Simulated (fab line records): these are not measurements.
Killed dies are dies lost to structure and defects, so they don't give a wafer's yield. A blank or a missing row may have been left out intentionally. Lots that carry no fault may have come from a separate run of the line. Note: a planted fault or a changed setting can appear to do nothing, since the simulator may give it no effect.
What tool caused it? + flow nand_harc + 11 lots with 33 wafers sampled at 5 steps, on a route of 1302 steps

WHAT THE GAUGES SHOWED, per wafer
NHARC_END_SORT_01.
| lot  | measured     | on        | killed_at_array |
|------|--------------|-----------|-----------------|
| L693 | day 29 00:13 | prober-02 | 659 72 68       |
| L696 | day 30 02:01 | prober-02 | 61 57 667       |

WHAT TOOL EACH LOT RAN ON (gives the tool, then ch and the chambers of the sampled wafers, and finally the start)
| lot  | NHARC_A_CHANNEL_FILL_D2_ALD_02   | NHARC_A_CHANNEL_FILL_D2_ETCHBACK_19 | NHARC_A_CHANNEL_FILL_D2_ETCHBACK_20 | NHARC_A_CHANNEL_FILL_D2_STRIP_29              |
|------|----------------------------------|-------------------------------------|-------------------------------------|-----------------------------------------------|
| L683 | ald_hk-04 ch 0,1, day 14 08:15   | rie_si-03 ch 0,1,3, day 15 07:40    | rie_diel-03 ch 0,1,3, day 15 07:47  | rie_diel-12 ch 0,3, no start                  |
| L685 | ald_hk-04 ch 0,2,3, day 15 04:05 | rie_si-06 ch 1,2,3, day 16 03:43    | rie_diel-08 ch 0,1,3, day 16 03:52  | rie_diel-08 ch 0,3, no start                  |
| L687 | ald_hk-03 ch 0,1,3, day 16 04:06 | rie_si-04 ch 0,3, day 17 04:13      | rie_diel-12 ch 0,2,3, day 17 04:20  | rie_diel-08 ch 1,2,3, no start                |
| L689 | ald_hk-03 ch 1,2, day 16 19:42   | rie_si-06 ch 0,2, day 17 20:07      | rie_diel-12 ch 1,3, day 17 20:14    | rie_diel-12 ch 0,2,3, no start                |
| L690 | ald_hk-03 ch 1,2,3, day 17 20:31 | rie_si-03 ch 0,1,3, day 18 21:01    | rie_diel-08 ch 0,1, day 18 21:07    | rie_diel-08 ch 0,3, no start                  |
| L693 | ald_hk-04 ch 0,2,3, day 18 06:26 | rie_si-03 ch 1,2,3, day 19 06:39    | rie_diel-08 ch 0,3, day 19 06:47    | rie_diel-12 ch 0,1,2, day 29 00:13 or earlier |
| L696 | ald_hk-03 ch 0,1,3, day 19 10:21 | rie_si-03 ch 0,1,2, day 20 11:19    | rie_diel-08 ch 0,1,2, day 20 11:25  | rie_diel-12 ch 1,2,3, day 30 02:01 or earlier |
| L702 | ald_hk-01 ch 0,1,3, day 21 20:34 | rie_si-06 ch 0,2,3, day 22 21:37    | rie_diel-12 ch 0,1,2, day 22 21:43  | rie_diel-08 ch 0,1,3, no start                |
| L701 | ald_hk-03 ch 0,1, day 22 18:53   | rie_si-03 ch 0,1,2, day 23 18:53    | rie_diel-03 ch 0,3, day 23 18:59    | rie_diel-08 ch 2,3, no start                  |
| L704 | ald_hk-03 ch 0,1,2, day 23 10:11 | rie_si-04 ch 2,3, day 24 07:03      | rie_diel-03 ch 2,3, day 24 07:11    | rie_diel-12 ch 0,2,3, day 25 04:03            |
| L703 | ald_hk-01 ch 1,2, day 23 11:01   | rie_si-03 ch 0,2, day 24 07:03      | rie_diel-03 ch 1,2, day 24 07:15    | rie_diel-03 ch 0,3, no start                  |
- NHARC_A_CHANNEL_FILL_D2_ALD_02: deposits SiO2, target thk 6 nm, pulse time 10 s, ald cycles 60.
- NHARC_A_CHANNEL_FILL_D2_ETCHBACK_19: etches the open film in HBr/Cl2, target depth 5 nm, time 1.7 s.
- NHARC_A_CHANNEL_FILL_D2_ETCHBACK_20: etches the open film in C4F8/O2/Ar, target depth 27 nm, time 13.5 s.
- NHARC_A_CHANNEL_FILL_D2_STRIP_29: strips in O2, time 20 s.

THE ANSWER, worked out from the rows above alone
Rule: what is usual is taken from the lots themselves. Put in order of their means at a reading, lots are off if they are a third of the lots or fewer, leave a main group of 4 or more, and stand apart from it by a gap of 3 or more times the standard deviation of the main group's means; of several such gaps the widest counts. A main group is skipped when, at the precision printed for the reading in the tables above, its means are all equal. Also off: a lot with no number at a reading for which 4 or more lots have one. Where the step has rows for the other lots, those lots are counted as sound.
Nothing can be told from this: no lot is off at any reading shown.

WHAT WAS PUT IN BY THE SIMULATOR
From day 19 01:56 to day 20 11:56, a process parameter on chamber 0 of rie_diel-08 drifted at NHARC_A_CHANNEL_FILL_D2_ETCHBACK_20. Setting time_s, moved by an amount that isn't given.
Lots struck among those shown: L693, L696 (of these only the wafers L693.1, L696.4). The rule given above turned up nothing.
